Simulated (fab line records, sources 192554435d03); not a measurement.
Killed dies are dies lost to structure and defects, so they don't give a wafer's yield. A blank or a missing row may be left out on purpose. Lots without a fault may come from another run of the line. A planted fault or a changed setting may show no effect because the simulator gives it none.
fab line records | flow n5_finfet
record lots=6 wafers=18 last_day=17
route steps=1938 shown BEOL_M10@1534 BEOL_M11@1536 PASSIVATION@1936
lots that met no fault: from a run of the same line without faults
start_h: hours from the record's first day to the start of the lot's first wafer shown | wait_h: hours since the lot's step before | " the same as in the row above | L1.1+2: a row that stands for several wafers | - no value, or no start given | * or withheld: withheld | < > ~ a bound
route shown NAME@n: a module of which the file shows steps, and the number in the route of the first | usual: mean/standard deviation of fault-free wafers | same: alike in all rows | chamber/n: place in a boat | sites: the reading at each site | _std_site: their standard deviation | _edge_site: outer sites' mean less inner sites' | radius_mm: how far each site lies from the wafer's centre | mask NAME#n: copy n | behind: the tool/chamber that last shaped the wafer | hold: why the lot was held/for how many hours/how that ended | device: the transistor (n, p or np) that didn't switch | end of line: the same wafers' tests at the end of the route | a step without rows: its recipe alone | killed: dies lost to structure and defects at the first sort, not the wafer's yield | map: a wafer's dies, x killed, . not, _ none there
set.NAME: the setting as run; set.NAME@STEP: as run at that earlier step | model.NAME: the simulator's own value behind a step, which no gauge read
lots at some steps of the route; a table a step, a row a wafer
services: from which hour (start_h, from the record's first day; less than 0 if before it) a tool's chamber was out of use, for how many hours, and why
## steps
# step N5_BEOL_M10_RS_MEAS_57
# recipe thk_meas_gauge=four-point-probe reads=Cu_of_BEOL_M10_ECD_50+Co_of_BEOL_M10_CVD_75+TaN_of_BEOL_M10_ALD_74
# usual M10_RS=0.153/0.0033
# columns lot.wafer tool chamber start_h wait_h M10_RS[ohm/sq]
L993.1 film_metro-02 - 230.21 0.1 0.153
L993.3 " - " " 0.154
L993.5 " - " " 0.155
L998.1 film_metro-02 - 250.98 0.1 0.151
L998.3 " - " " 0.151
L998.5 " - " " 0.156
L112.1 film_metro-02 - 333.71 0.1 0.151
L112.2 " - " " 0.160
L112.3 " - " " 0.151
L113.2 film_metro-02 - 342.17 0.1 0.153
L113.3 " - " " 0.148
L113.5 " - " " 0.151
L111.2 film_metro-02 - 343.73 0.1 0.157
L111.5 " - " " 0.152
L111.6 " - " " 0.156
L116.1 film_metro-02 - 355.11 0.1 0.152
L116.3 " - " " 0.153
L116.4 " - " " 0.152
# step N5_BEOL_M10_INSPECT_58
# recipe inspect_instrument=darkfield mode=post_dep
# usual raw_defect_count=72/23
# columns lot.wafer tool chamber start_h wait_h raw_defect_count
L993.1 defect_inspect-01 - 230.24 0.0 71
L993.3 " - " " 105
L993.5 " - " " 37
L998.1 defect_inspect-02 - 251.01 0.0 55
L998.3 " - " " 50
L998.5 " - " " 56
L112.1 defect_inspect-01 - 333.74 0.0 83
L112.2 " - " " 67
L112.3 " - " " 67
L113.2 defect_inspect-02 - 342.19 0.0 122
L113.3 " - " " 98
L113.5 " - " " 130
L111.2 defect_inspect-01 - 343.75 0.0 50
L111.5 " - " " 70
L111.6 " - " " 53
L116.1 defect_inspect-01 - 355.13 0.0 117
L116.3 " - " " 76
L116.4 " - " " 69
# step N5_BEOL_M11_ILD_DEP_00
# recipe material=SiCOH_lowk target_thk_a=3085.1 temp_c=300 precursor=DEMS/porogen pressure_torr=5 rf_w=500 time_s=58
# usual heater_power_outer_w=120/24 heater_power_w=283/46 showerhead_plenum_p_Torr=5.731/0.012 throttle_valve_pct=13.6/0.61
# same time_s=58
# columns lot.wafer tool chamber start_h wait_h heater_power_outer_w heater_power_w showerhead_plenum_p_Torr throttle_valve_pct
L993.1 pecvd-01 2 230.28 0.0 132 321 5.714 13.0
L993.3 " 1 " " 122 309 5.744 13.3
L993.5 " 0 " " 110 248 5.731 13.5
L998.1 pecvd-01 0 251.04 0.0 105 243 5.746 13.8
L998.3 " 0 " " 115 245 5.749 13.9
L998.5 " 2 " " 137 329 5.732 12.8
L112.1 pecvd-01 0 333.78 0.0 95 234 5.731 13.6
L112.2 " 2 " " 131 329 5.729 13.1
L112.3 " 1 " " 134 330 5.733 13.5
L113.2 pecvd-03 0 342.23 0.0 121 271 5.763 13.4
L113.3 " 2 " " 158 338 5.747 14.2
L113.5 " 2 " " 162 335 5.735 14.4
L111.2 pecvd-01 2 343.79 0.0 131 331 5.729 13.1
L111.5 " 2 " " 137 333 5.730 12.9
L111.6 " 0 " " 94 227 5.712 13.8
L116.1 pecvd-01 1 355.17 0.0 117 317 5.746 13.2
L116.3 " 2 " " 135 331 5.730 13.0
L116.4 " 0 " " 130 283 5.738 13.8
# step N5_BEOL_M11_CURE_71
# recipe temp_c=385 time_s=240 ambient=He/Ar material=SiCOH_lowk
# usual lamp_power_pct=52.31/0.051 wafer_temp_C_max=386.8/0.61
# same time_s=240
# columns lot.wafer tool chamber start_h wait_h lamp_power_pct wafer_temp_C_max
L993.1 uv_cure-03 1 230.35 0.0 52.25 386.1
L993.3 " 1 " " 52.31 386.1
L993.5 " 1 " " 52.35 386.6
L998.1 uv_cure-01 1 251.15 0.1 52.20 387.0
L998.3 " 1 " " 52.44 387.3
L998.5 " 1 " " 52.30 386.9
L112.1 uv_cure-01 2 333.85 0.0 52.32 387.4
L112.2 " 2 " " 52.24 386.7
L112.3 " 2 " " 52.39 387.0
L113.2 uv_cure-01 0 342.39 0.1 52.36 387.3
L113.3 " 0 " " 52.31 386.6
L113.5 " 0 " " 52.29 387.7
L111.2 uv_cure-03 0 343.95 0.1 52.29 386.5
L111.5 " 0 " " 52.31 386.2
L111.6 " 0 " " 52.24 386.8
L116.1 uv_cure-02 2 355.25 0.0 52.33 387.1
L116.3 " 2 " " 52.33 388.4
L116.4 " 2 " " 52.23 387.3
# step N5_BEOL_M11_THK_MEAS_01
# recipe reads=SiCOH_lowk_of_BEOL_M11_ILD_DEP_00
# usual M11_ILD_THK=268/4.2
# columns lot.wafer tool chamber start_h wait_h M11_ILD_THK[nm]
L993.1 film_metro-02 - 231.35 0.8 266
L993.3 " - " " 266
L993.5 " - " " 272
L998.1 film_metro-02 - 251.66 0.4 268
L998.3 " - " " 272
L998.5 " - " " 273
L112.1 film_metro-01 - 334.37 0.4 267
L112.2 " - " " 267
L112.3 " - " " 266
L113.2 film_metro-02 - 342.82 0.4 265
L113.3 " - " " 265
L113.5 " - " " 270
L111.2 film_metro-01 - 344.38 0.4 270
L111.5 " - " " 272
L111.6 " - " " 271
L116.1 film_metro-02 - 355.76 0.4 270
L116.3 " - " " 269
L116.4 " - " " 271
# step N5_BEOL_M11_PECVD_70
# recipe material=SiO2 target_thk_a=200 temp_c=400 precursor=TEOS/O2 pressure_torr=5.5 rf_w=450 teos_flow_sccm=53.8 gas=O2 flow_sccm=3000 time_s=22.7
# usual heater_power_outer_w=381/45 heater_power_w=665/75 showerhead_plenum_p_Torr=8.75/0.051 throttle_valve_pct=22.0/0.97
# same time_s=22.7
# columns lot.wafer tool chamber start_h wait_h heater_power_outer_w heater_power_w showerhead_plenum_p_Torr throttle_valve_pct
L993.1 pecvd-01 2 231.38 0.0 394 755 8.74 20.6
L993.3 " 1 " " 335 666 8.79 21.9
L993.5 " 0 " " 399 672 8.78 22.1
L998.1 pecvd-04 1 251.70 0.0 324 549 8.71 22.8
L998.3 " 2 " " 463 733 8.74 20.6
L998.5 " 0 " " 406 687 8.70 23.5
L112.1 pecvd-04 1 334.40 0.0 328 545 8.73 22.7
L112.2 " 0 " " 466 775 8.70 23.8
L112.3 " 2 " " 466 725 8.74 20.9
L113.2 pecvd-03 2 342.86 0.0 467 777 8.79 22.8
L113.3 " 1 " " 395 656 8.69 21.0
L113.5 " 1 " " 393 648 8.71 20.9
L111.2 pecvd-04 0 344.42 0.0 414 710 8.70 23.8
L111.5 " 2 " " 460 732 8.76 20.6
L111.6 " 0 " " 400 734 8.72 23.8
L116.1 pecvd-01 0 355.80 0.0 369 618 8.77 22.3
L116.3 " 1 " " 390 744 8.76 21.9
L116.4 " 1 " " 398 749 8.79 21.8
# step N5_BEOL_M11_HM_DEP_02
# recipe material=TiN target_thk_a=200 temp_c=25 chamber_pressure_pa=0.49996
# usual throttle_valve_pct=30.1/0.84
# columns lot.wafer tool chamber start_h wait_h throttle_valve_pct
L993.1 pvd_sputter-01 - 233.31 1.9 30.2
L993.3 " - " " 30.7
L993.5 " - " " 27.8
L998.1 pvd_sputter-01 - 253.48 1.8 28.0
L998.3 " - " " 29.7
L998.5 " - " " 27.5
L112.1 pvd_sputter-02 - 335.43 1.0 30.4
L112.2 " - " " 30.3
L112.3 " - " " 30.4
L113.2 pvd_sputter-03 - 342.92 0.0 28.8
L113.3 " - " " 30.0
L113.5 " - " " 29.5
L111.2 pvd_sputter-02 - 346.02 1.6 30.6
L111.5 " - " " 30.1
L111.6 " - " " 30.3
L116.1 pvd_sputter-03 - 357.95 2.1 28.6
L116.3 " - " " 30.0
L116.4 " - " " 29.9
# step N5_BEOL_M11_COAT_59
# recipe resist=SOC temp_c=250 time_s=60 spin_rpm=1500 resist_thk_nm=100
# step N5_BEOL_M11_COAT_60
# recipe resist=SiARC temp_c=220 time_s=60 spin_rpm=1500 resist_thk_nm=30
# step N5_BEOL_M11_COAT_05
# recipe resist=CAR-ArF spin_rpm=1500 resist_thk_nm=90
# step N5_BEOL_M11_EBR_07
# recipe solvent=PGMEA ebr_width_mm=1.5
# step N5_BEOL_M11_SOFTBAKE_06
# recipe temp_c=110 time_s=60 resist=CAR-ArF
# step N5_BEOL_M11_EXPOSE_08
# recipe mask_id=M11 na=1.35 source_shape=dipole sigma_inner=0.411 sigma_outer=0.611 polarization=te dose_mj=53.75
# usual exposure_dose_mJ_cm2=53.79/0.14
# same dipole_opening_deg=40
# columns lot.wafer tool chamber start_h wait_h mask exposure_dose_mJ_cm2
L993.1 arfi_scanner-02 0 233.68 - M11#0 53.92
L993.3 " 0 " " M11#0 54.00
L993.5 " 0 " " M11#0 53.93
L998.1 arfi_scanner-03 0 253.85 - M11#0 53.71
L998.3 " 0 " " M11#0 53.79
L998.5 " 0 " " M11#0 53.70
L112.1 arfi_scanner-03 0 335.80 - M11#0 55.53
L112.2 " 0 " " M11#0 55.60
L112.3 " 0 " " M11#0 55.57
L113.2 arfi_scanner-02 0 343.29 - M11#0 53.98
L113.3 " 0 " " M11#0 53.89
L113.5 " 0 " " M11#0 53.95
L111.2 arfi_scanner-03 0 346.39 - M11#0 55.25
L111.5 " 0 " " M11#0 55.26
L111.6 " 0 " " M11#0 55.20
L116.1 arfi_scanner-02 0 358.32 - M11#0 54.06
L116.3 " 0 " " M11#0 54.08
L116.4 " 0 " " M11#0 54.05
# step N5_BEOL_M11_PEB_09
# recipe peb_temp_c=withheld peb_time_s=60 resist=CAR-ArF
# step N5_PASSIVATION_PROBE_49
# usual defect_limited_yield=91.2/1.5 killed_at_M0_to_M3=31/10 killed_at_M4_up=15/5.9 killed_at_contacts=13/6 killed_at_front_end=41/11 killed_at_other=4/3.1 killed_dies=104/18 killed_open=68/13 killed_short=33/8.1 sort_bin_5_function=5.1/1.1 sort_bin_6_memory=3.2/0.69 sort_n_pass=1076/18 sort_yield_pct=91.2/1.5
# same gross_dies=1180 killed_at_back_side=0 sort_bin_4_leakage[%]=0 sort_bin_8_speed[%]=0
# columns lot.wafer tool chamber start_h wait_h defect_limited_yield[%] killed_at_M0_to_M3 killed_at_M4_up killed_at_contacts killed_at_front_end killed_at_other killed_dies killed_open killed_short sort_bin_5_function[%] sort_bin_6_memory[%] sort_n_pass sort_yield_pct[%]
L993.1 prober-01 - 279.49 0.0 92.5 39 14 12 22 2 89 61 25 5.1 2.3 1091 92.5
L993.3 prober-01 - 279.59 0.1 90.9 26 18 10 50 3 107 66 37 5.8 3.1 1073 90.9
L993.5 prober-01 - 279.69 0.2 88.9 36 22 18 53 2 131 95 33 6.9 4.1 1049 88.9
L998.1 prober-01 - 295.38 0.0 90.7 36 10 12 49 3 110 78 30 5.5 3.4 1070 90.7
L998.3 prober-01 - 295.48 0.1 91.4 27 23 10 34 8 102 71 27 4.9 3.3 1078 91.4
L998.5 prober-01 - 295.58 0.2 91.8 35 10 20 30 2 97 72 21 5.3 2.6 1083 91.8
L112.1 prober-01 - 381.15 0.0 90.2 44 4 2 57 9 116 69 46 5.6 3.8 1064 90.2
L112.2 prober-01 - 381.20 0.1 90.9 26 4 17 47 13 107 71 36 5.3 3.6 1073 90.9
L112.3 prober-01 - 381.25 0.1 94.0 22 5 7 36 1 71 46 25 3.0 2.8 1109 94.0
L111.2 prober-02 - 394.75 0.1 89.7 36 17 12 53 3 121 88 33 4.7 5.1 1059 89.7
L111.5 prober-02 - 394.90 0.2 89.2 23 31 8 58 7 127 88 39 6.3 4.2 1053 89.2
L111.6 prober-02 - 394.95 0.3 90.3 26 23 20 45 1 115 83 29 5.8 3.3 1065 90.3
# killed by level:class
L993.1 BEOL_M2:geometric_particle:open=15 MOL_CONTACT_COAG:geometric_particle:open=11 BEOL_M0_SAQP:geometric_particle:short=8 BEOL_M4:geometric_particle:open=7 BEOL_M0_SAQP:geometric_particle:open=5 STARTING-WAFER:geometric_particle:open=5 FIN_SAQP:geometric_particle:short=3 STI_FIN_REVEAL:geometric_particle:open=3
L993.3 STI_FIN_REVEAL:geometric_particle:open=18 BEOL_M4:geometric_particle:open=10 MOL_CONTACT_COAG:geometric_particle:open=9 FIN_SAQP:geometric_particle:short=8 BEOL_M0_SAQP:geometric_particle:short=6 GATE_CUT:geometric_particle:short=5 DUMMY_GATE:geometric_particle:open=5 BEOL_M3:geometric_particle:short=4
L993.5 STI_FIN_REVEAL:geometric_particle:open=19 MOL_CONTACT_COAG:geometric_particle:open=17 BEOL_M4:geometric_particle:open=14 FIN_SAQP:geometric_particle:open=10 BEOL_M0_SAQP:geometric_particle:open=9 BEOL_M0_SAQP:geometric_particle:short=6 BEOL_M2:geometric_particle:open=6 BEOL_M3:geometric_particle:open=6
L998.1 FIN_SAQP:geometric_particle:open=20 MOL_CONTACT_COAG:geometric_particle:open=10 BEOL_M0_SAQP:geometric_particle:open=9 BEOL_M1:geometric_particle:open=9 BEOL_M0_SAQP:geometric_particle:short=7 FIN_SAQP:geometric_particle:short=6 DUMMY_GATE:geometric_particle:open=5 BEOL_M2:geometric_particle:open=5
L998.3 BEOL_M4:geometric_particle:open=12 MOL_CONTACT_COAG:geometric_particle:open=8 FIN_SAQP:geometric_particle:open=7 BEOL_M1:geometric_particle:open=5 MIM_TOP_ETCH:geometric_particle:open=5 STARTING-WAFER:geometric_particle:short=5 DUMMY_GATE:geometric_particle:open=4 GATE_CUT:geometric_particle:open=4
L998.5 MOL_CONTACT_COAG:geometric_particle:open=18 BEOL_M3:geometric_particle:open=11 BEOL_M2:geometric_particle:open=9 FIN_SAQP:geometric_particle:open=6 BEOL_M0_SAQP:geometric_particle:open=6 BEOL_M4:geometric_particle:open=5 BEOL_M0_SAQP:geometric_particle:short=4 HKMG_FIN:area_etch=4
L112.1 FIN_SAQP:geometric_particle:open=16 BEOL_M0_SAQP:geometric_particle:short=16 STI_FIN_REVEAL:geometric_particle:open=15 FIN_SAQP:geometric_particle:short=8 DUMMY_GATE:geometric_particle:open=6 ILD0:geometric_particle:short=6 BEOL_M0_SAQP:geometric_particle:open=5 BEOL_M0:geometric_particle:open=5
L112.2 MOL_CONTACT_COAG:geometric_particle:open=16 FIN_SAQP:geometric_particle:open=10 STI_FIN_REVEAL:geometric_particle:open=9 BEOL_M2:geometric_particle:open=6 PASS1_CAP:geometric_particle:short=6 STARTING-WAFER:geometric_particle:short=6 FIN_SAQP:geometric_particle:short=5 BEOL_M1:geometric_particle:open=5
L112.3 BEOL_M0_SAQP:geometric_particle:open=11 FIN_SAQP:geometric_particle:short=9 FIN_SAQP:geometric_particle:open=8 STI_FIN_REVEAL:geometric_particle:open=6 MOL_CONTACT_COAG:geometric_particle:open=6 DUMMY_GATE:geometric_particle:open=4 BEOL_M0:geometric_particle:short=4 BEOL_M4:geometric_particle:open=4
L111.2 BEOL_M0_SAQP:geometric_particle:open=12 BEOL_M2:geometric_particle:open=12 BEOL_M4:geometric_particle:open=11 FIN_SAQP:geometric_particle:short=10 MOL_CONTACT_COAG:geometric_particle:open=10 STI_FIN_REVEAL:geometric_particle:open=9 FIN_SAQP:geometric_particle:open=8 BEOL_M0_SAQP:geometric_particle:short=5
L111.5 BEOL_M4:geometric_particle:open=17 STI_FIN_REVEAL:geometric_particle:open=14 BEOL_M2:geometric_particle:open=14 FIN_SAQP:geometric_particle:short=13 FIN_SAQP:geometric_particle:open=11 MOL_CONTACT_COAG:geometric_particle:open=6 PASS1_CAP:geometric_particle:short=5 STARTING-WAFER:geometric_particle:short=5
L111.6 MOL_CONTACT_COAG:geometric_particle:open=16 BEOL_M4:geometric_particle:open=16 FIN_SAQP:geometric_particle:open=14 STI_FIN_REVEAL:geometric_particle:open=6 BEOL_M0_SAQP:geometric_particle:open=6 BEOL_M0_SAQP:geometric_particle:short=5 FIN_SAQP:geometric_particle:short=4 BEOL_M2:geometric_particle:open=4
## services
# columns tool chamber start_h hours kind
uv_cure-01 - 206.76 1.3 repair
arfi_scanner-03 - 208.42 0.3 repair
uv_cure-01 - 213.61 7.5 pm
pecvd-01 - 214.00 0.6 repair
arfi_scanner-02 - 219.46 1.0 pm
arfi_scanner-02 - 220.46 1.3 pm
arfi_scanner-03 - 225.07 1.3 pm
pecvd-03 - 246.54 6.0 pm
uv_cure-03 - 248.82 2.5 repair
arfi_scanner-03 - 252.10 0.8 pm
pecvd-04 - 253.34 2.8 pm
arfi_scanner-02 - 254.67 2.6 repair
arfi_scanner-03 - 256.33 3.1 pm
pecvd-01 0 264.28 6.5 repair
arfi_scanner-02 - 267.38 0.8 pm
pecvd-04 - 286.11 7.2 repair
uv_cure-01 - 299.53 14.6 pm
arfi_scanner-02 - 317.20 1.0 pm
arfi_scanner-03 - 319.55 2.2 repair
arfi_scanner-03 - 332.41 1.0 pm
uv_cure-01 - 342.85 1.0 pm
arfi_scanner-02 - 345.12 5.0 repair
uv_cure-01 - 349.55 2.1 pm
arfi_scanner-03 - 350.59 1.3 pm
## key
first_sign step=N5_BEOL_M11_EXPOSE_08 reading=exposure_dose_mJ_cm2 direction=up sigmas=12 usual=53.79 struck=55.40
effect none on later readings
met_at N5_BEOL_M11_EXPOSE_08
struck_wafers L111.2,L111.5,L111.6,L112.1,L112.2,L112.3
loop_trim step=N5_BEOL_M11_EXPOSE_08 setting=dose lots=L111
onset_between 253.85 335.80
fault kind=process_parameter_drift tool=arfi_scanner-03 chamber=- onset_h=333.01 steps=N5_BEOL_M11_EXPOSE_08 channel=dose_mj offset=1.8687 shape=step acts_in=these_recipes_only stated=53.75
# loop_trim: a control loop set the setting to another value than it would have without faults
